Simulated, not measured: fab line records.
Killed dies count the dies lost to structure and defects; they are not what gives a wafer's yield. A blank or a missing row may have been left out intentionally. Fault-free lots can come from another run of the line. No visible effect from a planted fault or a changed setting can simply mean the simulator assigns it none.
fab line records	flow nand-harc
record: lots: 14	wafers: 42	last-day: 31
route steps=1302 shown A_SOURCE_PLATE@416 A_ONON_D1@441 A_CHANNEL_HOLE_D1@450 END@1302
lots untouched by any fault: they come from a run of this same line in which no faults occurred
start-h: hours from the record's first day to the start of the lot's first wafer shown	wait-h: time in hours since the lot's previous step	" repeats the value in the row above	L1.1+2: one row covering several wafers at once	- value missing, or start not given	* or withheld: withheld	< > ~ a bound
route shown NAME@n: NAME is a module with steps in the file, n the number in the route of the first one	usual: mean and standard deviation over wafers with no fault	same: alike in all rows	chamber/n: place in a boat	sites: the reading at each site	_std_site: the values' standard deviation	_edge_site: the outer-site mean with the inner-site mean subtracted	radius-mm: how far each site lies from the wafer's centre	mask NAME#n: copy n	behind: the last tool/chamber to shape the wafer	hold: why the lot went on hold/how many hours it stayed there/how the hold came to an end	device: the transistor (n, p or np) that didn't switch	end of line: at the end of the route, the tests of the same wafers	a step without rows: its recipe alone	killed: not the wafer's yield, but the dies lost to structure and defects at the first sort	map: dies across one wafer; x = killed, . = not, _ = none there
set.NAME: the setting that was run; set.NAME@STEP: the one run at that earlier step	model.NAME: the simulator's own value behind a step, which no gauge read
steps of the route over a sample of lots; a table a step, a row a wafer
services: from which hour (start-h, from the record's first day; less than 0 if before it) a tool's chamber was out of use, for how many hours, and why
== steps ==
step: NHARC_A_SOURCE_PLATE_THK_MEAS_09
recipe: thk-meas-gauge: ellipsometry
usual: thk-nm: 9.8/0.97
lot.wafer	tool	chamber	start-h	wait-h	thk-nm
L420.1	film-metro-01	-	169.67	0.4	9.6
L420.2	"	-	"	"	8.8
L420.3	"	-	"	"	10.2
L422.3	film-metro-02	-	180.32	0.4	9.2
L422.4	"	-	"	"	10.6
L422.6	"	-	"	"	9.3
L423.1	film-metro-01	-	194.97	0.4	9.7
L423.3	"	-	"	"	8.8
L423.4	"	-	"	"	10.3
L424.1	film-metro-01	-	209.24	0.4	9.6
L424.3	"	-	"	"	9.0
L424.5	"	-	"	"	10.3
L427.2	film-metro-01	-	237.20	0.4	10.0
L427.3	"	-	"	"	11.7
L427.4	"	-	"	"	9.4
L426.3	film-metro-02	-	237.20	0.4	9.2
L426.4	"	-	"	"	9.4
L426.6	"	-	"	"	8.8
L428.1	film-metro-02	-	257.98	0.4	10.2
L428.5	"	-	"	"	12.1
L428.6	"	-	"	"	7.8
L429.1	film-metro-02	-	267.50	0.4	12.5
L429.4	"	-	"	"	9.9
L429.6	"	-	"	"	9.4
L430.3	film-metro-01	-	267.50	0.4	9.3
L430.4	"	-	"	"	9.2
L430.6	"	-	"	"	8.3
L431.3	film-metro-01	-	274.90	0.4	9.8
L431.4	"	-	"	"	10.2
L431.6	"	-	"	"	8.9
L432.2	film-metro-02	-	291.10	0.4	10.1
L432.3	"	-	"	"	9.3
L432.5	"	-	"	"	10.0
L433.3	film-metro-01	-	291.10	0.4	8.5
L433.5	"	-	"	"	10.2
L433.6	"	-	"	"	10.0
L434.2	film-metro-01	-	312.74	0.4	9.7
L434.5	"	-	"	"	9.2
L434.6	"	-	"	"	9.3
L435.2	film-metro-02	-	312.74	0.4	8.2
L435.5	"	-	"	"	9.8
L435.6	"	-	"	"	8.6
step: NHARC_A_ONON_D1_THK_MEAS_24
recipe: thk-meas-gauge: ellipsometry
usual: thk-nm: 1003/9.6
lot.wafer	tool	chamber	start-h	wait-h	thk-nm
L420.1	film-metro-01	-	198.16	-	1000
L420.2	"	-	"	"	1002
L420.3	"	-	"	"	1001
L422.3	film-metro-01	-	206.88	-	1012
L422.4	"	-	"	"	1012
L422.6	"	-	"	"	1010
L423.1	film-metro-01	-	221.55	-	992
L423.3	"	-	"	"	992
L423.4	"	-	"	"	994
L424.1	film-metro-02	-	240.31	-	991
L424.3	"	-	"	"	993
L424.5	"	-	"	"	992
L427.2	film-metro-01	-	262.68	-	988
L427.3	"	-	"	"	987
L427.4	"	-	"	"	985
L426.3	film-metro-02	-	262.69	-	1006
L426.4	"	-	"	"	1006
L426.6	"	-	"	"	1006
L428.1	film-metro-02	-	282.98	-	1016
L428.5	"	-	"	"	1015
L428.6	"	-	"	"	1014
L430.3	film-metro-02	-	291.76	-	991
L430.4	"	-	"	"	991
L430.6	"	-	"	"	992
L429.1	film-metro-01	-	291.77	-	986
L429.4	"	-	"	"	988
L429.6	"	-	"	"	985
L431.3	film-metro-02	-	299.75	-	993
L431.4	"	-	"	"	992
L431.6	"	-	"	"	994
L433.3	film-metro-01	-	317.22	-	995
L433.5	"	-	"	"	995
L433.6	"	-	"	"	995
L432.2	film-metro-02	-	317.25	-	1009
L432.3	"	-	"	"	1008
L432.5	"	-	"	"	1009
L434.2	film-metro-01	-	337.70	-	1016
L434.5	"	-	"	"	1016
L434.6	"	-	"	"	1018
L435.2	film-metro-02	-	337.70	-	1005
L435.5	"	-	"	"	1005
L435.6	"	-	"	"	1006
step: NHARC_A_ONON_D1_THK_MEAS_27
recipe: thk-meas-gauge: ellipsometry
usual: thk-nm: 1003/10
lot.wafer	tool	chamber	start-h	wait-h	thk-nm
L420.1	film-metro-01	-	198.73	-	1023
L420.2	"	-	"	"	1023
L420.3	"	-	"	"	1024
L422.3	film-metro-01	-	207.46	-	1007
L422.4	"	-	"	"	1005
L422.6	"	-	"	"	1005
L423.1	film-metro-02	-	222.12	-	1000
L423.3	"	-	"	"	998
L423.4	"	-	"	"	1000
L424.1	film-metro-02	-	240.88	-	986
L424.3	"	-	"	"	984
L424.5	"	-	"	"	984
L427.2	film-metro-01	-	263.25	-	1019
L427.3	"	-	"	"	1021
L427.4	"	-	"	"	1019
L426.3	film-metro-02	-	263.26	-	1008
L426.4	"	-	"	"	1007
L426.6	"	-	"	"	1005
L428.1	film-metro-01	-	283.54	-	1004
L428.5	"	-	"	"	1003
L428.6	"	-	"	"	1003
L430.3	film-metro-01	-	292.32	-	1004
L430.4	"	-	"	"	1003
L430.6	"	-	"	"	1002
L429.1	film-metro-02	-	292.34	-	996
L429.4	"	-	"	"	997
L429.6	"	-	"	"	995
L431.3	film-metro-01	-	300.33	-	992
L431.4	"	-	"	"	993
L431.6	"	-	"	"	995
L433.3	film-metro-02	-	317.78	-	1001
L433.5	"	-	"	"	1003
L433.6	"	-	"	"	1000
L432.2	film-metro-01	-	317.82	-	992
L432.3	"	-	"	"	994
L432.5	"	-	"	"	992
L435.2	film-metro-01	-	338.27	-	1003
L435.5	"	-	"	"	1001
L435.6	"	-	"	"	1002
L434.2	film-metro-02	-	338.27	-	997
L434.5	"	-	"	"	994
L434.6	"	-	"	"	996
step: NHARC_A_CHANNEL_HOLE_D1_DEP_00
recipe: target-thk-a: 31000	temp-c: 400	material: aC
usual: throttle-valve-pct: 35.000/0.0088
lot.wafer	tool	chamber	start-h	wait-h	throttle-valve-pct
L420.1	acl-dep-03	0	202.69	2.8	35.017
L420.2	"	0	"	"	34.998
L420.3	"	0	"	"	34.996
L422.3	acl-dep-02	0	214.78	6.2	34.995
L422.4	"	0	"	"	34.995
L422.6	"	0	"	"	35.009
L423.1	acl-dep-03	0	224.88	1.6	35.003
L423.3	"	0	"	"	35.009
L423.4	"	0	"	"	35.012
L424.1	acl-dep-03	0	242.06	0.1	34.992
L424.3	"	0	"	"	35.002
L424.5	"	0	"	"	35.000
L427.2	acl-dep-02	0	264.72	0.4	35.004
L427.3	"	0	"	"	35.000
L427.4	"	0	"	"	35.008
L426.3	acl-dep-01	0	266.34	1.9	34.987
L426.4	"	0	"	"	34.992
L426.6	"	0	"	"	34.993
L428.1	acl-dep-01	0	284.73	0.1	35.001
L428.5	"	0	286.00	1.3	34.995
L428.6	"	0	"	"	34.999
L430.3	acl-dep-02	0	294.13	0.7	34.998
L430.4	"	0	"	"	34.994
L430.6	"	0	"	"	35.005
L429.1	acl-dep-01	0	294.78	1.3	34.992
L429.4	"	0	"	"	34.996
L429.6	"	0	"	"	35.012
L431.3	acl-dep-02	0	302.23	0.8	34.999
L431.4	"	0	"	"	34.991
L431.6	"	0	"	"	35.005
L432.2	acl-dep-02	0	321.85	2.9	35.017
L432.3	"	0	"	"	34.996
L432.5	"	0	"	"	34.995
L433.3	acl-dep-03	0	322.17	3.3	34.990
L433.5	"	0	"	"	34.987
L433.6	"	0	"	"	34.997
L434.2	acl-dep-02	0	339.75	0.4	35.000
L434.5	"	0	"	"	35.013
L434.6	"	0	"	"	35.001
L435.2	acl-dep-03	0	339.76	0.4	35.011
L435.5	"	0	"	"	35.004
L435.6	"	0	"	"	34.999
step: NHARC_A_CHANNEL_HOLE_D1_INSPECT_12
usual: raw-defect-count: 6/3
lot.wafer	tool	chamber	start-h	wait-h	raw-defect-count
L420.1	defect-inspect-01	-	205.32	0.0	1
L420.2	"	-	"	"	4
L420.3	"	-	"	"	4
L422.3	defect-inspect-02	-	216.80	0.0	8
L422.4	"	-	"	"	2
L422.6	"	-	"	"	8
L423.1	defect-inspect-02	-	227.64	0.0	6
L423.3	"	-	"	"	9
L423.4	"	-	"	"	2
L424.1	defect-inspect-02	-	244.68	0.0	2
L424.3	"	-	"	"	2
L424.5	"	-	"	"	4
L427.2	defect-inspect-01	-	267.02	0.0	9
L427.3	"	-	"	"	10
L427.4	"	-	"	"	8
L426.3	defect-inspect-01	-	268.81	0.0	3
L426.4	"	-	"	"	9
L426.6	"	-	"	"	4
L428.1	defect-inspect-02	-	287.50	0.0	2
L428.5	"	-	"	"	7
L428.6	"	-	"	"	10
L430.3	defect-inspect-02	-	296.26	0.0	4
L430.4	"	-	"	"	10
L430.6	"	-	"	"	6
L429.1	defect-inspect-02	-	297.40	0.0	13
L429.4	"	-	"	"	7
L429.6	"	-	"	"	6
L431.3	defect-inspect-02	-	304.39	0.0	6
L431.4	"	-	"	"	3
L431.6	"	-	"	"	5
L432.2	defect-inspect-02	-	324.19	0.0	1042
L432.3	"	-	"	"	1060
L432.5	"	-	"	"	1023
L433.3	defect-inspect-02	-	324.34	0.0	7
L433.5	"	-	"	"	5
L433.6	"	-	"	"	4
L434.2	defect-inspect-01	-	342.19	0.0	1052
L434.5	"	-	"	"	1107
L434.6	"	-	"	"	1041
L435.2	defect-inspect-02	-	342.34	0.0	4
L435.5	"	-	"	"	9
L435.6	"	-	"	"	5
step: NHARC_END_SORT_01
recipe: temp-c: 25
usual: killed-at-array: 59/19	killed-at-other: 0.6/0.85	killed-at-periphery: 3.8/2.5	killed-dies: 64/19	killed-open: 3.3/1.8	killed-short: 2.2/1.6
same: gross-dies: 677
lot.wafer	tool	chamber	start-h	wait-h	killed-at-array	killed-at-other	killed-at-periphery	killed-dies	killed-open	killed-short
L432.2	prober-02	0	707.96	2.8	99	0	2	101	2	2
L432.3	prober-02	0	708.76	3.1	97	0	3	100	1	1
L432.5	prober-02	0	710.38	3.7	103	0	2	105	1	2
L434.2	prober-02	0	736.98	2.8	107	0	2	109	1	2
L434.5	prober-02	0	739.40	3.7	121	0	5	126	6	3
L434.6	prober-02	0	740.21	4.0	106	1	4	111	3	2
killed by level:class
L432.2 A_CHANNEL_HOLE_D1:unspecified=77 A_CONTACT:chamber-film-flake=6 A_CHANNEL_HOLE_D1:chamber-film-flake=4 A_SLIT:chamber-film-flake=2 A_WL_FILL:chamber-film-flake=2 A_ONON_D1:geometric-particle:short=1 A_ONON_D2:geometric-particle:open=1 A_CHANNEL_FILL_D2:geometric-particle:short=1
L432.3 A_CHANNEL_HOLE_D1:unspecified=72 A_CHANNEL_HOLE_D1:chamber-film-flake=8 A_CHANNEL_HOLE_D2:chamber-film-flake=6 A_CONTACT:chamber-film-flake=4 P_M0:chamber-film-flake=2 A_SLIT:chamber-film-flake=2 A_ONON_D1:geometric-particle:short=1 A_CONTACT:geometric-particle:open=1
L432.5 A_CHANNEL_HOLE_D1:unspecified=81 A_CHANNEL_HOLE_D2:chamber-film-flake=8 A_SLIT:chamber-film-flake=4 A_CHANNEL_HOLE_D1:chamber-film-flake=2 A_CHANNEL_FILL_D1:geometric-particle:short=1 A_ONON_D2:geometric-particle:short=1 A_CHANNEL_FILL_D2:geometric-particle:open=1 P_ZERO_WELL:chamber-film-flake=1
L434.2 A_CHANNEL_HOLE_D1:unspecified=72 A_CHANNEL_HOLE_D1:chamber-film-flake=11 A_SLIT:chamber-film-flake=7 A_CONTACT:chamber-film-flake=5 A_ZERO_WELL:chamber-film-flake=4 A_STAIRCASE:chamber-film-flake=2 A_CHANNEL_HOLE_D1:geometric-particle:short=1 A_WL_FILL:geometric-particle:short=1
L434.5 A_CHANNEL_HOLE_D1:unspecified=78 A_SLIT:chamber-film-flake=19 A_CONTACT:chamber-film-flake=11 P_STI:chamber-film-flake=3 P_M0:geometric-particle:open=2 A_CHANNEL_HOLE_D1:geometric-particle:short=2 A_CHANNEL_HOLE_D1:chamber-film-flake=2 A_CHANNEL_HOLE_D1:geometric-particle:open=1
L434.6 A_CHANNEL_HOLE_D1:unspecified=74 A_SLIT:chamber-film-flake=7 A_CHANNEL_HOLE_D1:chamber-film-flake=6 A_CONTACT:chamber-film-flake=4 P_STI:chamber-film-flake=3 A_STAIRCASE:chamber-film-flake=3 A_ZERO_WELL:chamber-film-flake=2 A_CHANNEL_FILL_D2:chamber-film-flake=2
== services ==
tool	chamber	start-h	hours	kind
acl-dep-01	-	191.63	13.0	pm
acl-dep-02	-	246.25	13.0	pm
acl-dep-03	-	303.82	13.0	pm
== key ==
first-sign: step: NHARC_A_CHANNEL_HOLE_D1_INSPECT_12	reading: raw-defect-count	direction: up	sigmas: 99+	usual: 6	struck: 1054
effect: step: NHARC_END_SORT_01	reading: killed-at-array	direction: up	sigmas: 2.5	usual: 59	struck: 106
more-kills-born-at: NHARC_A_CHANNEL_HOLE_D1_DEP_00@acl-dep-02: 454
met-at NHARC_A_CHANNEL_HOLE_D1_DEP_00
struck-lots L432,L434
tester-left-out L432,L434
not-acting-at NHARC_A_SOURCE_PLATE_THK_MEAS_09,NHARC_A_ONON_D1_THK_MEAS_24,NHARC_A_ONON_D1_THK_MEAS_27
onset-between 302.23 321.85
fault: kind: chamber-particle-source	tool: acl-dep-02	chamber: -	onset-h: 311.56	steps: NHARC_A_CHANNEL_HOLE_D1_DEP_00	rate-per-visit-cm2: 1.6166	end-h: 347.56
tester-left-out: of these lots the tester's yield and bins aren't shown, on N5 and GAA mostly nor the transistor test; their killed dies are dies lost to structure and defects alone, not to doping, threshold or leakage, so they don't give the yield
